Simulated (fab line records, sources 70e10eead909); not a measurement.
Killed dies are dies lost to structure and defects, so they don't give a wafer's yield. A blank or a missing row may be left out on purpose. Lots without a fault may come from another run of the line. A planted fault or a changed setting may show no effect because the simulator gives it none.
Chamber matching | flow nand_harc | NHARC_A_SGD_CUT_CMP_21 on cmp-02: 4 sister chambers
The step polishes, target thk 148.19 nm. 8 wafers are shown with their chamber, then 7 later ones without.

WAFERS WITH THEIR CHAMBER
wafer  | chamber | motor_current_A (A) | time_to_endpoint_s (s)
L080.1 | 3       | 12.4                | 53
L084.4 | 0       | 11.2                | 49
L084.5 | 0       | 10.9                | 50
L083.4 | 1       | 12.6                | 55
L083.5 | 2       | 10.9                | 52
L083.6 | 1       | 12.3                | 54
L088.1 | 2       | 11.3                | 54
L088.2 | 3       | 11.5                | 58

WAFERS WITHOUT THEIR CHAMBER
wafer  | motor_current_A (A) | time_to_endpoint_s (s)
L088.4 | 11.3                | 51
L091.2 | 11.2                | 51
L091.4 | 11.3                | 47
L091.5 | 10.5                | 51
L097.1 | 12.1                | 43
L097.4 | 10.4                | 48
L097.5 | 10.8                | 46

WHICH CHAMBER EACH WENT THROUGH
wafer  | from the rows above          | in truth
L088.4 | can't be placed: 0 or 2 or 3 | 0
L091.2 | can't be placed: 0 or 2      | 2
L091.4 | can't be placed: 0 or 2      | 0
L091.5 | can't be placed: 0 or 2      | 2
L097.1 | can't be placed: 0 or 2 or 1 | 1
L097.4 | can't be placed: 0 or 2      | 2
L097.5 | can't be placed: 0 or 2      | 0
Placed correctly: 0 of 7. Can't be placed from these rows: 7 (the true chamber is among the candidates in 7). Placed wrongly: 0.
How it was worked out, from the rows above alone: a wafer's distance from a chamber is the root of the sum, over the readings, of the square of ((its reading less the chamber's mean) divided by the reading's scatter). The wafer belongs to the nearest chamber; if the next one is less than 2 further off, it can't be placed. A chamber's mean is the mean of its shown wafers. The scatter: the root of (the sum of the squares of (reading less its chamber's mean) over the shown wafers, divided by (wafers less chambers)).
